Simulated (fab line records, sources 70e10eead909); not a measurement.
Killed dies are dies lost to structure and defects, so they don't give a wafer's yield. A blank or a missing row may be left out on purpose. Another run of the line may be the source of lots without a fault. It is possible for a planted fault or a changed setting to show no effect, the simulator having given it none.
A struck lot beside a sound one -- flow nandHarc -- 15 out of 1302 route steps
Sound: the wafers L385.1, L385.2, L385.3. Struck: wafers L374.2, L374.4, L374.5. Last of all comes the cause.
Order at every step that has rows: each side's tool, ch and its chambers, its first start. Under that, the readings that differ: sound wafers -- struck wafers -- difference of the means -- sigmas: that difference in standard deviations of wafers without a fault.
alike: a reading whose means differ by less than 2 such deviations, as well as words and numbers matching on both sides. not compared: withheld readings; readings where some wafer has no value; bounds like >300 that might hide an equal value; numbers whose values overlap and for which the record gives no deviation.
Wherever a step has rows on one side only, a row that says differs or no value, or a row with sigmas, the two part there. Non-overlapping numbers with no deviation appear without sigmas and do not part them. A reading that every wafer of one side lacks parts them only if that side has two wafers or more.

first, 1 step without rows for these wafers: NHARC_A_CHANNEL_HOLE_D1_ETCH_44 (etches the open film in CF4/O2, target depth 140 nm, overetch 14 nm, time 77 s).
NHARC_A_CHANNEL_HOLE_D1_STRIP_27: strips in O2.
  sound: rieDiel-07 ch 0,1,2; struck: rieDiel-09 ch 1,2,3
  alike: drypumpMotorCurrentA, oesProductAu, rfVppV, showerheadPlenumPTorr, throttleValvePct
  not compared: rfHoursCounterH
then, 2 steps without rows for these wafers: NHARC_A_CHANNEL_HOLE_D1_PRECLEAN_28 (cleans in SC1); NHARC_A_CHANNEL_HOLE_D1_SRD_29.
NHARC_A_CHANNEL_HOLE_D1_CD_MEAS_30:
  sound on cdSem-02 at day 16 08:58; struck on cdSem-03 at day 12 02:25
  alike: cdNm
NHARC_A_CHANNEL_HOLE_D1_XSEM_31:
  sound on xsem-01 ch 0, day 16 09:03; struck on xsem-02 ch 0, day 12 02:31
  alike: botCdNm, bowNm, tiltDeg
NHARC_A_CHANNEL_HOLE_D1_INSPECT_40:
  sound on defectInspect-01 at day 16 09:09; struck on defectInspect-02 at day 12 02:37
  alike: rawDefectCount
then, 2 steps without rows for these wafers: NHARC_A_CHANNEL_FILL_D1_PRECLEAN_00 (cleans in SC1); NHARC_A_CHANNEL_FILL_D1_SRD_01.
NHARC_A_CHANNEL_FILL_D1_ALD_02: deposits SiO2, target thk 6 nm, pulse time 10 s, ald cycles 60.
  sound on aldHk-03 ch 1,2,3, day 16 09:24; struck on aldHk-01 ch 0,3, day 12 02:49
  alike: aldCycles, heaterPowerW, precursorPulseHeightRel
NHARC_A_CHANNEL_FILL_D1_ALD_03: deposits SiNx, target thk 6 nm, pulse time 60 s, ald cycles 58.
  sound: aldSinBatch-03 ch 0; struck: aldSinBatch-01 ch 0
  alike: aldCycles, precursorPulseHeightRel
then, 1 step without rows for these wafers: NHARC_A_CHANNEL_FILL_D1_ALD_14 (deposits SiO2, target thk 2.5 nm, pulse time 10 s, ald cycles 25).
NHARC_A_CHANNEL_FILL_D1_ALD_15: deposits SiNx, target thk 2 nm, pulse time 60 s, ald cycles 19.
  sound on aldSinBatch-01 ch 0, day 16 19:28; struck on aldSinBatch-01 ch 0, day 12 13:14
reading,sound,struck,difference,sigmas
aldCycles,19 19 19,22 22 22,+3,
  alike: precursorPulseHeightRel
NHARC_A_CHANNEL_FILL_D1_ALD_16: deposits SiO2, target thk 1.5 nm, pulse time 10 s, ald cycles 15.
  sound on aldHk-01 ch 0,1,2, day 16 21:31; struck on aldHk-03 ch 0,3, day 12 15:19
  alike: aldCycles, heaterPowerW, precursorPulseHeightRel
after that, 1 step had no rows for these wafers: NHARC_END_SORT_01.

WHERE THEY PART
Nowhere in this record.

WHY: the cause the simulator had injected
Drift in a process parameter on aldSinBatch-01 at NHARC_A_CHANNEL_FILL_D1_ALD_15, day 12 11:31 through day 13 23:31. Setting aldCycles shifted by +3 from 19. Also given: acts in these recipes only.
